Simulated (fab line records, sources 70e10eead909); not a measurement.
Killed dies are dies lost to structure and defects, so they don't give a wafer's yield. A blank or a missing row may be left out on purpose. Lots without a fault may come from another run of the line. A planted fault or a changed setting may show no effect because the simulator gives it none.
One fault seen from 2 desks | flow nand_harc | each desk has only its own numbers; what lay behind them comes last

THE TOOL OWNER'S DESK: lpcvd_poly-04
The tool's own readings at NHARC_A_SOURCE_PLATE_CVD_03 (deposits poly-Si, target thk 200 nm, time 4000 s): means of the sampled wafers that have a number, for each lot that ran on this tool. A lot is out of limits, marked OUT, if its mean lies more than 4 standard deviations from the usual mean; the brackets give that distance.
Columns: A = pressure_mtorr at NHARC_A_SOURCE_PLATE_CVD_03, usual 199.9 mTorr; B = run_length_s at NHARC_A_SOURCE_PLATE_CVD_03, usual 4001.9 s; C = spike_tc_upper_C at NHARC_A_SOURCE_PLATE_CVD_03, usual 620.4 C; D = zone_power_bottom_pct at NHARC_A_SOURCE_PLATE_CVD_03, usual 13.2 %
lot  | first seen here | A     | B      | C     | D
L126 | day 7 02:16     | 200.3 | 4001.0 | 621.5 | 15.0
L144 | day 12 02:14    | 199.9 | 4001.1 | 621.1 | 15.1
L145 | day 12 02:14    | 199.9 | 4001.0 | 621.0 | 14.9
L146 | day 12 07:05    | 199.5 | 4001.3 | 621.7 | 15.1
L147 | day 12 13:55    | 200.3 | 4001.1 | 619.8 | 15.1
This desk's finding: nothing out of limits on any of the 5 lots.

THE METROLOGY DESK
What the gauges read, lot by lot, whatever tool the lot ran on: means of the sampled wafers that have a number. A lot is out of limits, marked OUT, if its mean lies more than 4 standard deviations from the usual mean; the brackets give that distance.
Columns: A = overlay_x_nm at NHARC_P_BONDPAD_OVL_MEAS_38, usual -1 nm; B = overlay_y_nm at NHARC_P_BONDPAD_OVL_MEAS_38, usual 0 nm; C = thk_nm at NHARC_A_SOURCE_PLATE_THK_MEAS_06, usual 199.3 nm
lot  | first seen here | A   | B  | C
L126 | day 6 10:16     | 2   | 1  | 197.8
L128 | day 6 18:08     | -4  | 3  | 201.4
L131 | day 7 13:23     | -7  | 2  | 199.1
L129 | day 7 14:12     | 3   | 1  | 194.4
L130 | day 7 14:50     | 3   | -9 | 196.7
L132 | day 8 05:38     | 4   | 3  | 199.5
L133 | day 8 13:17     | -1  | 9  | 49.9 (-71) OUT
L134 | day 8 14:04     | -14 | -7 | 49.0 (-72) OUT
L142 | day 10 12:35    | 1   | 1  | 198.4
L144 | day 11 09:00    | 4   | -5 | 199.3
L145 | day 11 10:40    | -3  | -5 | 197.9
L146 | day 11 15:08    | -9  | -3 | 200.8
L147 | day 11 22:49    | 3   | 1  | 198.4
L148 | day 12 06:32    | 1   | -2 | 200.2
This desk's finding: out of limits on L133, L134; first on L133, day 9 15:17 (thk_nm at NHARC_A_SOURCE_PLATE_THK_MEAS_06). In limits: L126, L128, L131, L129, L130, L132, L142, L144, L145, L146, L147, L148.

PUT TOGETHER
The metrology desk could have raised an alarm at day 9 15:17, on L133, L134.
The tool owner's desk saw nothing out of limits.
The tool owner's desk has no number on record for L133, L134.
Of the lots named, all ran NHARC_A_SOURCE_PLATE_CVD_03 on lpcvd_poly-04.

WHAT THE SIMULATOR HAD PUT IN
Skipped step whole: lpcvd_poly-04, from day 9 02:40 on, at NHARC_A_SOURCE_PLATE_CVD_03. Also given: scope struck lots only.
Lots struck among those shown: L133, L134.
Hours from the fault's start to each desk's first reading out of limits: the metrology desk, 13.
